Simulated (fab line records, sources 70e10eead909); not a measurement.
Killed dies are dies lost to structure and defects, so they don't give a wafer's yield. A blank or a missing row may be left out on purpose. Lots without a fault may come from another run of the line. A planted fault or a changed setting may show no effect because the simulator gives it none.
Chamber matching | flow nand_harc | NHARC_A_CHANNEL_FILL_D1_CMP_10 on cmp-03: 4 sister chambers
The step polishes, target thk 150 nm. 14 wafers are shown with their chamber, then 6 later ones without.

WAFERS WITH THEIR CHAMBER
wafer  | chamber | motor_current_A (A) | time_to_endpoint_s (s)
L430.1 | 1       | 9.4                 | 14.3
L430.4 | 0       | 12.4                | 11.2
L430.5 | 1       | 9.2                 | 10.7
L433.2 | 2       | 13.7                | 15.8
L433.5 | 1       | 10.1                | 19.2
L433.6 | 2       | 12.8                | 15.8
L439.1 | 3       | 11.1                | 14.6
L439.4 | 2       | 12.9                | 13.1
L448.1 | 0       | 12.7                | 16.2
L448.2 | 2       | 13.2                | 17.1
L448.5 | 2       | 13.0                | 17.1
L449.3 | 3       | 11.5                | 11.7
L449.5 | 2       | 13.5                | 13.3
L449.6 | 3       | 11.6                | 16.0

SIGNATURES (means of the wafers above)
reading            | chamber 0 | chamber 1 | chamber 2 | chamber 3 | scatter within a chamber
motor_current_A    | 12.550    | 9.567     | 13.183    | 11.400    | 0.355
time_to_endpoint_s | 13.700    | 14.733    | 15.367    | 14.100    | 2.73
Rule: a wafer's distance from a chamber is the root of the sum, over the readings, of the square of ((its reading less the chamber's mean) divided by the reading's scatter). The wafer belongs to the nearest chamber; if the next one is less than 2 further off, it can't be placed. The scatter: the root of (the sum of the squares of (reading less its chamber's mean) over the shown wafers, divided by (wafers less chambers)).

WAFERS WITHOUT THEIR CHAMBER
wafer  | motor_current_A (A) | time_to_endpoint_s (s)
L452.1 | 12.8                | 14.2
L452.5 | 9.7                 | 13.7
L452.6 | 13.6                | 13.8
L453.1 | 11.9                | 12.3
L453.4 | 13.0                | 11.6
L453.5 | 13.9                | 14.0

WHICH CHAMBER EACH WENT THROUGH
wafer  | from the rows above     | in truth
L452.1 | can't be placed: 0 or 2 | 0
L452.5 | 1                       | 1
L452.6 | can't be placed: 2 or 0 | 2
L453.1 | can't be placed: 3 or 0 | 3
L453.4 | can't be placed: 2 or 0 | 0
L453.5 | can't be placed: 2 or 0 | 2
Placed correctly: 1 of 6. Can't be placed from these rows: 5 (the true chamber is among the candidates in 5). Placed wrongly: 0.
